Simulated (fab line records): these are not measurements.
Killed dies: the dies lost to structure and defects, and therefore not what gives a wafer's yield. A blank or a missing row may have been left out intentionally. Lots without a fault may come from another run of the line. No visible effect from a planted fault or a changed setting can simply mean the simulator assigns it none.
fab line records	flow n5_finfet
record lots=9	wafers=24	last_day=18
route steps=1938 shown GATE_CUT@491 BEOL_M4@1111
lots that met no fault: from a run of the same line without faults
start_h: the number of hours between the record's first day and the start of the first shown wafer of the lot	wait_h: hours elapsed since this lot's preceding step	" same as the row above	L1.1+2: several wafers, shown together as one row	- either no value or no given start	* or withheld: withheld	< > ~ a bound
route shown NAME@n: NAME is a module with steps in the file, n the number in the route of the first one	usual: mean/standard deviation taken from wafers without a fault	same: alike in all rows	chamber/n: place in a boat	sites: per-site readings	_std_site: the values' standard deviation	_edge_site: outer sites' mean less inner sites'	radius_mm: for every site, how far away it sits from the centre of the wafer	mask NAME#n: copy n	behind: the most recent tool/chamber to have shaped the wafer	hold: why the lot was held/for how many hours/how that ended	device: the transistor (n, p or np) that didn't switch	end of line: tests run on the same wafers once the route is complete	a step given without rows: its recipe and nothing more	killed: not the wafer's yield, but the dies lost to structure and defects at the first sort	map: per-die view of a wafer (x killed, . not killed, _ where there is no die)
set.NAME: the run value of the setting; set.NAME@STEP: its run value at that earlier step	model.NAME: the simulator's own value behind a step, which no gauge read
steps of the route over a sample of lots; a table a step, a row a wafer
services: when a tool's chamber went out of use (start_h, in hours from the record's first day, below 0 if earlier), for how many hours, and the reason
## steps
# step N5_GATE_CUT_ETCH_28
# recipe chemistry=N2/H2	target=underlayer	target_depth_a=130	mask_material=CAR-EUV	time_s=10.4	ion_energy_ev=200	pressure_mtorr=30	source_w=840	bias_w=150	n2_flow_sccm=200	h2_flow_sccm=200	ends=cleared
# usual chamber_pressure_mTorr=30.004/0.027	drypump_motor_current_A=5.4/0.47	etch_rf_on_time_s=10.39/0.14	oes_product_au=0.65/0.047	rf_vpp_V=522.5/2.7	showerhead_plenum_p_Torr=2.49/0.094	throttle_valve_pct=17.83/0.19
lot.wafer	tool	chamber	start_h	wait_h	chamber_pressure_mTorr	drypump_motor_current_A	etch_rf_on_time_s	oes_product_au	rf_hours_counter_h	rf_vpp_V	showerhead_plenum_p_Torr	throttle_valve_pct
L339.1	rie_diel-01	1	82.73	0.0	29.941	4.7	10.35	0.62	160	525.6	2.64	17.99
L339.4	"	3	"	"	30.021	5.7	10.25	0.62	206	524.3	2.53	18.01
L339.5	"	0	"	"	30.001	5.4	10.14	0.70	-	519.9	2.36	17.59
L344.1	rie_diel-01	0	113.49	0.0	29.993	5.4	10.14	0.70	89	518.8	2.36	17.61
L344.2	"	1	"	"	29.999	4.7	10.29	0.62	169	524.7	2.64	18.03
L344.5	"	1	"	"	30.011	4.7	10.30	0.62	-	525.5	2.64	18.01
L346.3	rie_diel-02	1	126.81	0.0	30.029	6.3	10.42	0.68	134	520.1	2.45	17.69
L346.4	"	0	"	"	30.014	5.3	10.33	0.77	-	529.0	2.70	17.56
L346.6	"	2	"	"	30.026	5.1	10.51	0.64	-	522.4	2.44	17.78
L352.2	rie_diel-01	0	160.97	0.0	30.031	5.4	10.27	0.68	103	517.7	2.35	17.60
L352.4	"	2	"	"	29.976	6.3	10.39	0.63	152	523.1	2.54	17.68
L354.1	rie_diel-02	1	173.75	0.0	30.004	6.3	10.37	0.67	148	521.6	2.44	17.73
L354.3	"	3	"	"	29.985	5.9	10.26	0.67	137	525.8	2.55	17.73
L355.3	rie_diel-01	3	179.24	0.0	30.019	5.7	10.34	0.60	234	522.7	2.52	18.06
L355.4	"	0	"	"	30.017	5.4	10.25	0.68	107	518.7	2.35	17.63
L357.2	rie_diel-02	2	190.22	0.0	29.988	5.1	10.41	0.65	162	522.5	2.43	17.81
L357.4	"	0	"	"	29.983	5.2	10.31	0.75	49	528.1	2.70	17.59
L357.6	"	2	"	"	30.019	5.1	10.45	0.64	-	520.3	2.43	17.81
L358.1	rie_diel-06	0	196.66	0.0	29.987	5.5	10.71	0.62	162	523.0	2.54	18.26
L358.2	"	1	"	"	30.035	5.0	10.55	0.65	149	520.6	2.44	17.85
L358.5	"	2	"	"	30.035	5.0	10.52	0.62	-	521.9	2.44	17.83
L361.1	rie_diel-01	2	217.19	0.0	29.978	6.3	10.49	0.61	170	524.5	2.53	17.71
L361.3	"	3	"	"	29.961	5.8	10.37	0.59	246	522.8	2.51	18.07
L361.5	"	3	"	"	30.049	5.7	10.31	0.60	-	523.1	2.51	18.08
# step N5_GATE_CUT_ETCH_36
# recipe chemistry=CF4	target=SiARC	target_depth_a=130	mask_material=CAR-EUV	time_s=21.7	ion_energy_ev=80	pressure_mtorr=40	source_w=545	bias_w=36	Ar_flow_sccm=100	cf4_flow_sccm=100	ends=cleared
# usual chamber_pressure_mTorr=40.00/0.037	drypump_motor_current_A=5.4/0.47	etch_rf_on_time_s=21.67/0.28	oes_product_au=0.65/0.047	rf_vpp_V=183.6/1.2	showerhead_plenum_p_Torr=2.10/0.075	throttle_valve_pct=15.57/0.18
lot.wafer	tool	chamber	start_h	wait_h	chamber_pressure_mTorr	drypump_motor_current_A	etch_rf_on_time_s	oes_product_au	rf_hours_counter_h	rf_vpp_V	showerhead_plenum_p_Torr	throttle_valve_pct
L339.1	rie_diel-01	1	82.75	0.0	39.95	4.7	21.40	0.63	160	184.1	2.23	15.82
L339.4	"	3	"	"	40.03	5.8	21.48	0.62	206	184.5	2.13	15.68
L339.5	"	0	"	"	40.04	5.4	21.10	0.71	-	182.6	2.00	15.35
L344.1	rie_diel-01	0	113.51	0.0	40.00	5.4	21.33	0.69	89	181.4	2.00	15.38
L344.2	"	1	"	"	40.05	4.7	21.72	0.61	169	185.7	2.23	15.83
L344.5	"	1	"	"	39.95	4.7	21.82	0.62	-	184.7	2.23	15.81
L346.3	rie_diel-02	1	126.83	0.0	39.96	6.3	21.54	0.67	134	181.2	2.06	15.37
L346.4	"	0	"	"	40.04	5.2	21.61	0.77	-	184.7	2.27	15.23
L346.6	"	2	"	"	40.04	5.1	21.84	0.65	-	183.4	2.06	15.54
L352.2	rie_diel-01	0	160.99	0.0	40.06	5.4	21.47	0.68	103	183.2	2.00	15.38
L352.4	"	2	"	"	39.98	6.3	21.69	0.63	152	183.1	2.13	15.45
L354.1	rie_diel-02	1	173.77	0.0	39.97	6.3	21.35	0.67	148	182.1	2.05	15.41
L354.3	"	3	"	"	39.93	5.9	21.35	0.67	137	185.4	2.15	15.59
L355.3	rie_diel-01	3	179.26	0.0	40.03	5.7	21.78	0.60	234	184.2	2.12	15.74
L355.4	"	0	"	"	40.01	5.4	21.60	0.68	107	183.3	1.99	15.40
L357.2	rie_diel-02	2	190.24	0.0	40.05	5.1	21.82	0.64	162	182.1	2.06	15.58
L357.4	"	0	"	"	40.00	5.2	21.45	0.74	49	185.5	2.26	15.25
L357.6	"	2	"	"	39.96	5.1	21.84	0.64	-	183.5	2.06	15.55
L358.1	rie_diel-06	0	196.68	0.0	39.94	5.5	22.35	0.62	162	184.0	2.14	15.92
L358.2	"	1	"	"	40.02	4.9	21.42	0.66	149	183.3	2.06	15.68
L358.5	"	2	"	"	40.01	5.0	21.60	0.63	-	182.9	2.06	15.65
L361.1	rie_diel-01	2	217.21	0.0	40.01	6.3	21.75	0.61	170	184.5	2.13	15.51
L361.3	"	3	"	"	39.96	5.7	21.66	0.59	246	185.3	2.12	15.78
L361.5	"	3	"	"	39.97	5.7	21.69	0.59	-	185.2	2.12	15.76
# step N5_GATE_CUT_ETCH_47
# recipe chemistry=Cl2/BCl3	target=SiO2	target_depth_a=100	pressure_mtorr=10	icp_w=1000	bias_w=126	Cl2_flow_sccm=53.25	bcl3_flow_sccm=21.75	Ar_flow_sccm=25
# usual chamber_pressure_mTorr=10.000/0.0096	drypump_motor_current_A=5.6/0.44	oes_product_au=0.81/0.099	throttle_valve_pct=22.90/0.25
lot.wafer	tool	chamber	start_h	wait_h	chamber_pressure_mTorr	drypump_motor_current_A	oes_product_au	rf_hours_counter_h	throttle_valve_pct
L339.1	rie_metal-03	0	83.24	0.0	10.010	5.5	0.76	46	22.95
L339.4	"	0	"	"	9.993	5.5	0.77	-	22.93
L339.5	"	1	"	"	9.989	6.0	0.88	-	23.12
L344.1	rie_metal-02	0	114.00	0.0	10.008	5.2	0.89	10	22.59
L344.2	"	1	"	"	10.009	6.4	0.86	14	22.59
L344.5	"	0	"	"	10.013	5.2	0.90	-	22.60
L346.3	rie_metal-02	0	127.33	0.0	10.005	5.1	0.88	-	22.59
L346.4	"	1	"	"	10.010	6.4	0.85	-	22.58
L346.6	"	0	"	"	10.004	5.1	0.88	-	22.58
L352.2	rie_metal-02	0	161.48	0.0	9.993	5.1	0.86	16	22.60
L352.4	"	1	"	"	9.993	6.3	0.84	-	22.59
L354.1	rie_metal-03	0	174.26	0.0	9.998	5.5	0.75	54	22.95
L354.3	"	0	"	"	9.978	5.5	0.75	-	22.96
L355.3	rie_metal-03	0	179.76	0.0	10.004	5.5	0.75	-	22.94
L355.4	"	1	"	"	9.998	6.0	0.84	-	23.13
L357.2	rie_metal-01	1	190.78	0.0	9.994	5.8	0.68	82	23.01
L357.4	"	0	"	"	10.004	5.2	0.96	-	23.11
L357.6	"	0	"	"	9.987	5.2	0.97	-	23.09
L358.1	rie_metal-03	0	197.17	0.0	10.003	5.5	0.74	55	22.97
L358.2	"	1	"	"	10.012	6.0	0.85	24	23.15
L358.5	"	1	"	"	9.986	6.0	0.85	-	23.13
L361.1	rie_metal-01	1	217.70	0.0	9.996	5.7	0.68	85	23.01
L361.3	"	0	"	"	9.986	5.2	0.93	-	23.10
L361.5	"	0	"	"	10.012	5.2	0.94	-	23.11
# step N5_GATE_CUT_CMP_23
# recipe stop_on=SiO2	t_overpolish_s=23.4	post_cmp_clean=alkaline_brush	down_force_psi=2.5	platen_rpm=51.8	pad_velocity_m_s=1.0307	target_thk_nm=16
# usual motor_current_A=9.0/1.2	overpolish_run_s=23.399/0.0088	time_to_endpoint_s=19.0/1.9
lot.wafer	tool	chamber	start_h	wait_h	motor_current_A	overpolish_run_s	time_to_endpoint_s
L339.4	cmp-02	2	85.03	0.8	10.8	23.422	20.1
L339.1	"	3	"	"	8.8	23.402	21.5
L339.5	"	3	"	"	8.7	23.402	21.9
L344.1	cmp-04	1	118.78	3.8	7.9	23.412	18.5
L344.2	"	2	"	"	11.2	23.379	19.0
L344.5	"	0	"	"	8.6	23.395	20.2
L346.3	cmp-04	3	130.39	0.8	8.2	23.391	20.0
L346.4	"	0	"	"	8.8	23.408	20.1
L346.6	"	0	"	"	8.4	23.418	18.9
L352.2	cmp-04	1	163.27	0.8	8.0	23.380	9.8
L352.4	"	2	"	"	11.2	23.388	18.9
L354.3	cmp-04	1	176.08	0.8	8.7	23.411	8.9
L354.1	"	2	"	"	11.5	23.391	20.6
L355.3	cmp-04	0	181.55	0.8	8.6	23.401	12.6
L355.4	"	2	"	"	11.4	23.393	23.4
L357.2	cmp-02	2	192.60	0.8	10.7	23.402	19.1
L357.4	"	3	"	"	9.6	23.396	20.3
L357.6	"	3	"	"	9.4	23.413	20.9
L358.2	cmp-01	1	199.03	0.8	7.6	23.402	14.4
L358.1	"	2	"	"	8.9	23.394	16.7
L358.5	"	0	"	"	7.2	23.380	18.1
L361.3	cmp-02	1	220.06	0.8	9.8	23.407	21.9
L361.1	"	0	"	"	8.5	23.398	18.4
L361.5	"	1	"	"	9.8	23.397	20.4
# step N5_BEOL_M4_RC_MEAS_101
# usual DIBL_N=36.5/1.4	DIBL_P=36.9/1.7	IOFF_N=0.163/0.023	IOFF_P=0.22/0.032	ION_N=673/9	ION_P=462/7.5	SS_N=71.6/0.54	SS_P=73.4/0.62	VT_N=249.8/2.8	VT_P=-250/3.5
lot.wafer	tool	chamber	start_h	wait_h	DIBL_N[mV/V]	DIBL_P[mV/V]	IOFF_N[nA/um]	IOFF_P[nA/um]	ION_N[uA/um]	ION_P[uA/um]	SS_N[mV/dec]	SS_P[mV/dec]	VT_N[mV]	VT_P[mV]
L339.1	prober-02	0	164.82	0.0	35.6	35.4	0.143	0.19	663	459	71.8	73.3	252.3	-255
L339.4	"	0	"	"	36.6	36.4	0.167	0.20	665	450	72.1	73.2	249.5	-253
L339.5	"	0	"	"	35.5	35.4	0.149	0.19	674	461	71.7	72.7	251.7	-255
L344.1	prober-02	0	210.53	0.0	37.1	37.7	0.158	0.21	673	458	71.7	73.4	250.3	-253
L344.2	"	0	"	"	38.0	39.2	0.177	0.23	682	465	71.6	73.7	247.7	-250
L344.5	"	0	"	"	38.9	40.3	0.197	0.26	686	460	72.0	74.4	247.2	-249
L346.3	prober-01	0	210.98	0.3	36.0	35.8	0.153	0.19	673	455	72.0	73.9	249.3	-253
L346.4	"	0	"	"	37.8	37.9	0.184	0.22	667	450	72.8	73.8	247.4	-251
L346.6	"	0	"	"	37.8	37.7	0.179	0.21	684	457	72.0	73.6	245.8	-253
L354.1	prober-01	0	250.54	0.0	37.3	38.5	0.196	0.24	682	462	71.8	74.2	245.1	-249
L354.3	"	0	"	"	36.1	36.6	0.161	0.22	687	469	70.9	74.0	248.7	-249
L352.2	prober-02	0	250.79	0.2	37.1	35.0	0.147	0.18	663	447	71.5	73.0	250.5	-255
L352.4	"	0	"	"	38.6	37.5	0.184	0.22	675	455	71.8	74.8	249.4	-252
L355.3	prober-02	0	273.06	0.3	35.8	36.5	0.160	0.21	660	454	71.4	72.9	248.4	-249
L355.4	"	0	"	"	35.6	35.4	0.148	0.19	676	460	71.3	73.3	250.4	-252
L358.1	prober-01	0	277.93	0.0	33.6	35.0	0.123	0.19	658	461	70.9	72.6	255.1	-251
L358.2	"	0	"	"	35.3	36.8	0.146	0.21	678	464	71.4	73.4	253.1	-252
L358.5	"	0	"	"	33.0	34.3	0.114	0.18	657	461	71.1	73.1	255.0	-256
L357.2	prober-01	0	280.63	0.2	37.0	38.6	0.158	0.21	673	466	71.4	73.5	249.6	-250
L357.4	"	0	"	"	38.6	40.0	0.175	0.22	676	457	72.2	73.9	251.9	-253
L357.6	"	0	"	"	38.9	39.9	0.186	0.23	676	459	72.4	74.1	250.7	-251
L361.1	prober-02	0	309.87	0.0	37.4	36.8	0.154	0.21	669	464	71.8	73.0	251.2	-249
L361.3	"	0	"	"	35.0	33.4	0.117	0.16	668	456	71.4	72.8	254.7	-253
L361.5	"	0	"	"	37.4	36.2	0.156	0.20	664	455	71.9	73.4	252.8	-249
## services
tool	chamber	start_h	hours	kind
cmp-01	-	69.00	8.9	pm
rie_diel-01	-	89.90	2.8	pm
cmp-01	-	90.16	0.3	repair
rie_diel-02	0	100.79	3.5	repair
rie_diel-02	0	104.59	9.6	repair
cmp-01	-	107.33	3.7	repair
cmp-04	-	111.68	2.5	repair
rie_diel-02	3	125.78	8.9	repair
cmp-02	-	126.50	6.1	repair
rie_metal-01	0	133.73	-	clean
rie_metal-01	0	133.73	22.1	scheduled_down
rie_metal-01	0	133.73	22.1	vent_cycle
cmp-02	-	147.75	2.2	repair
rie_diel-06	0	161.86	8.2	repair
cmp-04	-	164.33	7.0	pm
rie_metal-01	0	170.61	11.9	repair
rie_metal-02	1	187.87	1.7	repair
cmp-01	-	199.18	4.0	pm
cmp-01	-	203.18	-	consumable_replace:conditioner
cmp-01	-	203.18	-	consumable_replace:pad
cmp-04	-	213.35	0.6	repair
rie_metal-03	0	215.64	3.2	repair
## key
first_sign step=N5_GATE_CUT_CMP_23	reading=time_to_endpoint_s	direction=down	sigmas=4.4	usual=*	struck=*
effect none on later readings
met_at N5_GATE_CUT_CMP_23
struck_lots L352,L354,L355
struck_wafers L352.2,L354.3,L355.3
not_acting_at N5_GATE_CUT_ETCH_28,N5_GATE_CUT_ETCH_36,N5_GATE_CUT_ETCH_47
onset_between 130.39 163.27
fault kind=process_parameter_drift	tool=cmp-04	chamber=-	onset_h=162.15	steps=N5_GATE_CUT_CMP_23	channel=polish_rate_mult	offset=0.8	shape=step	end_h=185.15	scope=struck_wafers_only
